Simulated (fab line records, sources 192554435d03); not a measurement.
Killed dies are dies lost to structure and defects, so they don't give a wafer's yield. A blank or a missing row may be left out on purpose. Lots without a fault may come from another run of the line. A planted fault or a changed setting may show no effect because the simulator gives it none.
A struck lot beside a sound one | flow n5_finfet | 41 steps out of a route of 1938
Sound: wafers L898.1, L898.3. Struck: wafers L894.4, L894.5, L894.6. The cause comes at the end.
At each step with rows: each side's tool, then ch and its chambers, then its first start. Under that, the readings that differ: sound wafers | struck wafers | difference of the means | sigmas: that difference in standard deviations of wafers without a fault.
alike: readings whose means differ by less than 2 such deviations, and words and numbers that are the same on both sides. not compared: withheld readings, readings that some wafer has no value for, bounds like >300 that may hide the same value, and numbers for which the record gives no deviation and whose values overlap.
The two part at a step that has a row with sigmas, a row that says differs or no value, or rows on one side only. Numbers that don't overlap but have no deviation are shown without sigmas and don't part them. A reading that every wafer of one side lacks parts them only if that side has two wafers or more.

first, 5 steps without rows for these wafers: N5_BEOL_M1_SURFACE_TREAT_85; N5_BEOL_M1_CVD_47 (deposits Co from CCTBA/H2, target thk 3 nm, time 223.8 s); N5_BEOL_M1_SPUTTER_48 (material Cu, target thk 4.5 nm, time 8.29 s); N5_BEOL_M1_ANNEAL_49 (time 240 s); N5_BEOL_M1_SPUTTER_79 (material Cu, target thk 4.5 nm, time 8.29 s).
N5_BEOL_M1_ANNEAL_80: time 240 s.
  sound on pvd_sputter-02, day 10 02:08; struck on pvd_sputter-03, day 9 06:05
  reading            | sound   | struck      | difference | sigmas
  heater_power_w (W) | 842 875 | 650 690 671 | -188       | -2
N5_BEOL_M1_SPUTTER_81: material Cu, target thk 4.5 nm, time 8.29 s.
  sound on pvd_sputter-02, day 10 02:16; struck on pvd_sputter-03, day 9 06:13
  alike: throttle_valve_pct
then, 5 steps without rows for these wafers: N5_BEOL_M1_ANNEAL_82 (time 240 s); N5_BEOL_M1_SPUTTER_86 (material Cu, target thk 4.5 nm, time 8.29 s); N5_BEOL_M1_ANNEAL_87 (time 240 s); N5_BEOL_M1_SPUTTER_88 (material Cu, target thk 4.5 nm, time 8.29 s); N5_BEOL_M1_ANNEAL_89 (time 240 s).
N5_BEOL_M1_SPUTTER_90: material Cu, target thk 4.5 nm, time 8.29 s.
  sound on pvd_sputter-02, day 10 02:56; struck on pvd_sputter-03, day 9 06:53
  alike: throttle_valve_pct
then, 2 steps without rows for these wafers: N5_BEOL_M1_ANNEAL_91 (time 240 s); N5_BEOL_M1_SPUTTER_92 (material Cu, target thk 4.5 nm, time 8.29 s).
N5_BEOL_M1_ANNEAL_93: time 240 s.
  sound on pvd_sputter-02, day 10 03:14; struck on pvd_sputter-03, day 9 07:11
  reading            | sound   | struck      | difference | sigmas
  heater_power_w (W) | 835 845 | 638 699 652 | -177       | -2
N5_BEOL_M1_SPUTTER_94: material Cu, target thk 4.5 nm, time 8.29 s.
  sound on pvd_sputter-02, day 10 03:22; struck on pvd_sputter-03, day 9 07:19
  alike: throttle_valve_pct
then, 5 steps without rows for these wafers: N5_BEOL_M1_ANNEAL_95 (time 240 s); N5_BEOL_M1_SPUTTER_96 (material Cu, target thk 4.5 nm, time 8.29 s); N5_BEOL_M1_ECD_50 (material Cu, target thk 300 nm); N5_BEOL_M1_ANNEAL_51 (time 90 s); N5_BEOL_M1_CMP_52 (polishes, stops on SiOC, t overpolish 6.8 s, target thk 40 nm).
N5_BEOL_M1_PRE_CLEAN_60: time 15 s.
  sound on cvd_co-02 ch 0,2, day 10 05:46; struck on cvd_co-01 ch 0,1,2, day 9 09:25
  alike: heater_power_w
then, 3 steps without rows for these wafers: N5_BEOL_M1_CO_CAP_55 (material Co, precursor CCTBA/H2, target thk 2 nm, time 102.1 s); N5_BEOL_M1_PRE_CLEAN_56 (time 15 s); N5_BEOL_M1_DEP_57 (deposits SiCN from 3MS/NH3, target thk 8 nm, time 14 s).
N5_BEOL_M1_RS_MEAS_58: measures by four-point-probe.
  sound on film_metro-02, day 10 06:01; struck on film_metro-02, day 9 09:37
  alike: M1_RS
then, 1 step without rows for these wafers: N5_BEOL_M2_ILD_DEP_00 (deposits SiOC from DEMS/O2, target thk 79 nm, time 15.3 s).
N5_BEOL_M2_THK_MEAS_01:
  sound on film_metro-02, day 10 06:09; struck on film_metro-02, day 9 09:45
  alike: M2_ILD_THK
then, 11 steps without rows for these wafers: N5_BEOL_M2_PECVD_72 (deposits SiO2 from TEOS/O2, target thk 16 nm, time 18 s); N5_BEOL_M2_HM_DEP_02 (deposits TiN, target thk 20 nm); N5_BEOL_M2_COAT_61 (time 60 s, resist thk 60 nm); N5_BEOL_M2_COAT_62 (time 60 s, resist thk 12 nm); N5_BEOL_M2_COAT_73 (time 60 s, resist thk 5 nm); N5_BEOL_M2_COAT_05 (resist thk 30 nm); N5_BEOL_M2_EBR_07; N5_BEOL_M2_SOFTBAKE_06 (time 60 s); N5_BEOL_M2_EXPOSE_08 (exposes mask M2); N5_BEOL_M2_PEB_09 (peb time 60 s); N5_BEOL_M2_DEVELOP_10 (develop time 30 s).
-- the record jumps here: 6 days lie between the struck wafers' starts before and after (it left off in module BEOL_M2 and takes up again in module PASSIVATION, whose first step shown is number 1936 of the route) --
N5_PASSIVATION_PROBE_49:
  sound on prober-02, day 15 21:04; struck on prober-02, day 15 06:05
  reading                  | sound     | struck         | difference | sigmas
  defect_limited_yield (%) | 91.5 90.7 | 80.3 83.0 80.0 | -10.0      | -6
  killed_at_M0_to_M3       | 30 31     | 166 155 166    | +132       | +13
  killed_at_M4_up          | 24 29     | 20 8 14        | -12        | -2
  killed_dies              | 100 110   | 233 201 236    | +118       | +7
  sort_bin_5_function (%)  | 4.7 6.1   | 11.0 10.7 11.3 | +5.6       | +6
  sort_n_pass              | 1080 1070 | 947 979 944    | -118       | -6
  sort_yield_pct (%)       | 91.5 90.7 | 80.3 83.0 80.0 | -10.0      | -6
  alike: killed_at_contacts, killed_at_front_end, killed_at_other, killed_open, killed_short, sort_bin_6_memory

WHERE THEY PART
First at N5_BEOL_M1_ANNEAL_80; last, within this record, at N5_PASSIVATION_PROBE_49.

WHY: what the simulator had put in
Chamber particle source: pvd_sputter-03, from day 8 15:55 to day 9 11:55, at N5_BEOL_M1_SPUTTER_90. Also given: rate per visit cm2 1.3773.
